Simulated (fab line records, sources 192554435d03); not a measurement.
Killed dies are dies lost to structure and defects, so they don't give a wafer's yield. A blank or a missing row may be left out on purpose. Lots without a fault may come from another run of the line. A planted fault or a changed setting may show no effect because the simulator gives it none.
Split-lot experiment | flow n5_finfet | 7 lots, 39 wafers read, on a route of 1938 steps

THE SPLIT
At N5_HKMG_FIN_ETCH_32 (etches SOC in N2/H2, target depth 240 nm, time 300 s), the setting source_w was moved away from the recipe's 840 W on 15 of the 39 wafers read, by -17.3% to +13.8%. The other wafers ran this setting at the recipe's value.

The reading is taken at the split's own step.

THE READING
rf_vpp_V, in V, at N5_HKMG_FIN_ETCH_32 (etches SOC in N2/H2, target depth 240 nm, time 300 s). Fault-free wafers of this fab line usually give 523.4 V, standard deviation 2.1 V.

wafer  | tool, chamber at the split | source_w as run, W | against the recipe | rf_vpp_V, V | against lot-mates on the recipe
L074.1 | rie_diel-05, 3             | 840                | recipe             | 522.8       | -
L074.2 | rie_diel-05, 2             | 840                | recipe             | 526.4       | -
L074.3 | rie_diel-05, 0             | 840                | recipe             | 523.6       | -
L074.4 | rie_diel-05, 3             | 840                | recipe             | 523.1       | -
L074.5 | rie_diel-05, 0             | 840                | recipe             | 524.4       | -
L074.6 | rie_diel-05, 2             | 840                | recipe             | 526.5       | -
L079.1 | rie_diel-05, 2             | 903.2              | +7.5%              | 513.8       | -9.5
L079.2 | rie_diel-05, 1             | 840                | recipe             | 524.4       | -
L079.3 | rie_diel-05, 0             | 903.2              | +7.5%              | 511.7       | -11.6
L079.4 | rie_diel-05, 3             | 840                | recipe             | 521.7       | -
L079.5 | rie_diel-05, 1             | 840                | recipe             | 523.7       | -
L079.6 | rie_diel-05, 2             | 903.2              | +7.5%              | 514.0       | -9.3
L080.1 | rie_diel-05, 2             | 956                | +13.8%             | 504.1       | -18.7
L080.2 | rie_diel-05, 3             | 840                | recipe             | 521.9       | -
L080.3 | rie_diel-05, 0             | 956                | +13.8%             | 501.9       | -20.9
L080.4 | rie_diel-05, 1             | 840                | recipe             | 523.8       | -
L080.5 | rie_diel-05, 3             | 840                | recipe             | 522.7       | -
L080.6 | rie_diel-05, 2             | 956                | +13.8%             | 504.2       | -18.6
L087.1 | rie_diel-06, 1             | 761.5              | -9.3%              | 543.2       | +19.9
L087.2 | rie_diel-06, 0             | 840                | recipe             | 526.1       | -
L087.3 | rie_diel-06, 3             | 761.5              | -9.3%              | 538.0       | +14.7
L087.4 | rie_diel-06, 2             | 761.5              | -9.3%              | 537.1       | +13.8
L087.5 | rie_diel-06, 1             | 840                | recipe             | 524.0       | -
L087.6 | rie_diel-06, 2             | 840                | recipe             | 519.7       | -
L090.4 | rie_diel-06, 0             | 840                | recipe             | 526.7       | -
L090.5 | rie_diel-06, 3             | 840                | recipe             | 521.9       | -
L090.6 | rie_diel-06, 1             | 840                | recipe             | 523.5       | -
L093.1 | rie_diel-05, 3             | 840                | recipe             | 522.4       | -
L093.2 | rie_diel-05, 2             | 927.6              | +10.4%             | 509.1       | -14.1
L093.3 | rie_diel-05, 1             | 840                | recipe             | 524.4       | -
L093.4 | rie_diel-05, 0             | 927.6              | +10.4%             | 505.9       | -17.3
L093.5 | rie_diel-05, 0             | 927.6              | +10.4%             | 506.8       | -16.4
L093.6 | rie_diel-05, 3             | 840                | recipe             | 522.8       | -
L096.1 | rie_diel-03, 1             | 840                | recipe             | 524.8       | -
L096.2 | rie_diel-03, 3             | 840                | recipe             | 523.3       | -
L096.3 | rie_diel-03, 0             | 694.5              | -17.3%             | 554.9       | +31.7
L096.4 | rie_diel-03, 2             | 840                | recipe             | 521.5       | -
L096.5 | rie_diel-03, 2             | 694.5              | -17.3%             | 553.1       | +29.9
L096.6 | rie_diel-03, 1             | 694.5              | -17.3%             | 558.3       | +35.1

THE FIT
A straight line over all 39 wafers: rf_vpp_V changes by -1.66 V for each +1% of source_w; r = -0.99; the points scatter about the line by 2.1 V.
The same after taking each lot's own level away (the mean of its wafers on the recipe; 39 wafers): -1.65 V for each +1%; r = -0.99; scatter 2.2 V.
On that fit, the largest move of source_w shifts the reading by 29 V.
The lots' own levels span 522.80 to 524.47 V, that is 0.8 times the standard deviation above.
So the lot-to-lot level changes the slope little: the two slopes agree.
Check: with one of the wafers moved furthest among these (-17.3%) left out of the fit, the line predicts +28.9 V for it against its lot-mates. It came out at +31.7 V against them.
Tool readings at the split's step, against how far the setting was moved: rf_vpp_V r = -0.99.

OTHER SPLITS ON THESE WAFERS
These wafers also went through other splits before the reading. Each is held against what the fit with the lots' levels taken away leaves over:
other split on the same wafers    | wafers away from the commonest value | r with rf_vpp_V (lot level and that fit taken away)
N5_WELL_APT_IMPLANT_32 energy_kev | 12                                   | +0.12
N5_FIN_CUT_CUT_ETCH_26 source_w   | 12                                   | -0.05
N5_DUMMY_GATE_EXPOSE_12 dose_mj   | 15                                   | -0.07
N5_DUMMY_GATE_ETCH_32 time_s      | 15                                   | -0.20

THE WHOLE CHAIN: every reading that the file lists as answering this split, in the file's order
step                | what it does                                         | reading                                                                    | change (the file's fit)              | r (the file's)
N5_HKMG_FIN_ETCH_32 | etches SOC in N2/H2, target depth 240 nm, time 300 s | rf_vpp_V                                                                   | -1.64 V for each +1% of the setting  | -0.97
N5_HKMG_FIN_ETCH_32 | etches SOC in N2/H2, target depth 240 nm, time 300 s | etch.depth_nm (the simulator's own value, which no gauge read)             | +1.97 nm for each +1% of the setting | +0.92
N5_HKMG_FIN_ETCH_32 | etches SOC in N2/H2, target depth 240 nm, time 300 s | HKMG_FIN.feature_depth_nm (the simulator's own value, which no gauge read) | +1.97 nm for each +1% of the setting | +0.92

THE FILE'S OWN FIT
rf_vpp_V changes by -1.64 V for each +1% of source_w, r = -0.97.
